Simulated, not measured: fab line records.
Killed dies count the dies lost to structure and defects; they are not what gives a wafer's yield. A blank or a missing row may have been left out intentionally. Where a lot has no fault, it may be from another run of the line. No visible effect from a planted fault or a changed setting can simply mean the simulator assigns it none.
What tool caused it? | flow nandHarc | 7 lots, 21 wafers sampled, at 4 steps of a route of 1302

## WHAT EACH GAUGE READ, for each wafer
NHARC_THIN_TSV_CD_MEAS_33 targets a cd of 5000 nm.
lot  | measured     | on       | cdNm (nm)
L771 | day 25 02:49 | cdSem-03 | 5004.1 5000.8 5001.5
L777 | day 26 16:32 | cdSem-01 | 5000.2 5001.5 5004.2
L782 | day 28 17:46 | cdSem-01 | 5000.0 5001.7 4999.4
L787 | day 31 12:00 | cdSem-01 | 5001.5 4999.3 4998.0
L790 | day 31 23:56 | cdSem-02 | 5002.7 5002.4 4998.4
L792 | day 33 04:45 | cdSem-02 | 5000.2 4997.7 5000.5
L793 | day 34 04:46 | cdSem-03 | 5003.6 5002.5 5000.8

## WHICH TOOL RAN EACH LOT (tool, then ch and the chambers of the sampled wafers, then the start)
lot  | NHARC_A_M1_ECD_22             | NHARC_THIN_TSV_STRIP_45             | NHARC_THIN_TSV_STRIP_62
L771 | ecdCu-01 ch 0, day 23 22:58   | plasmaAsher-01 ch 0,1, day 24 21:14 | plasmaAsher-02 ch 0,1, day 24 22:49
L777 | ecdCu-02 ch 0,1, day 25 16:47 | plasmaAsher-01 ch 0,1, day 26 11:52 | plasmaAsher-02 ch 0,1, day 26 13:24
L782 | ecdCu-01 ch 0,1, day 27 17:47 | plasmaAsher-02 ch 0,1, day 28 13:00 | plasmaAsher-02 ch 0,1, day 28 14:35
L787 | ecdCu-02 ch 0,1, day 30 12:08 | plasmaAsher-02 ch 0,1, day 31 07:10 | plasmaAsher-02 ch 0, day 31 08:42
L790 | ecdCu-02 ch 0,1, day 30 23:56 | plasmaAsher-01 ch 0,1, day 31 19:04 | plasmaAsher-02 ch 0,1, day 31 20:38
L792 | ecdCu-02 ch 0,1, day 32 04:52 | plasmaAsher-01 ch 0,1, day 33 00:07 | plasmaAsher-01 ch 0,1, day 33 01:37
L793 | ecdCu-01 ch 0,1, day 33 04:38 | plasmaAsher-02 ch 0,1, day 33 23:54 | plasmaAsher-02 ch 0,1, day 34 01:28
- NHARC_A_M1_ECD_22: material Cu, target thk 400 nm.
- NHARC_THIN_TSV_STRIP_45: strips in O2.
- NHARC_THIN_TSV_STRIP_62: strips in N2/H2, time 20 s.

## THE ANSWER, worked out from the rows above alone
Rule: usual is defined by the lots themselves. Put in order of their means at a reading, lots are off if they are a third of the lots or fewer, leave a main group of 4 or more, and stand apart from it by a gap of 3 or more times the standard deviation of the main group's means; of several such gaps the widest counts. A main group is skipped when, at the precision printed for the reading in the tables above, its means are all equal. Also off: a lot with no number at a reading for which 4 or more lots have one. The other lots that the step has rows for count as sound.
No lot is off at any reading shown: from this, nothing can be told.

## WHAT HAD BEEN PUT IN BY THE SIMULATOR
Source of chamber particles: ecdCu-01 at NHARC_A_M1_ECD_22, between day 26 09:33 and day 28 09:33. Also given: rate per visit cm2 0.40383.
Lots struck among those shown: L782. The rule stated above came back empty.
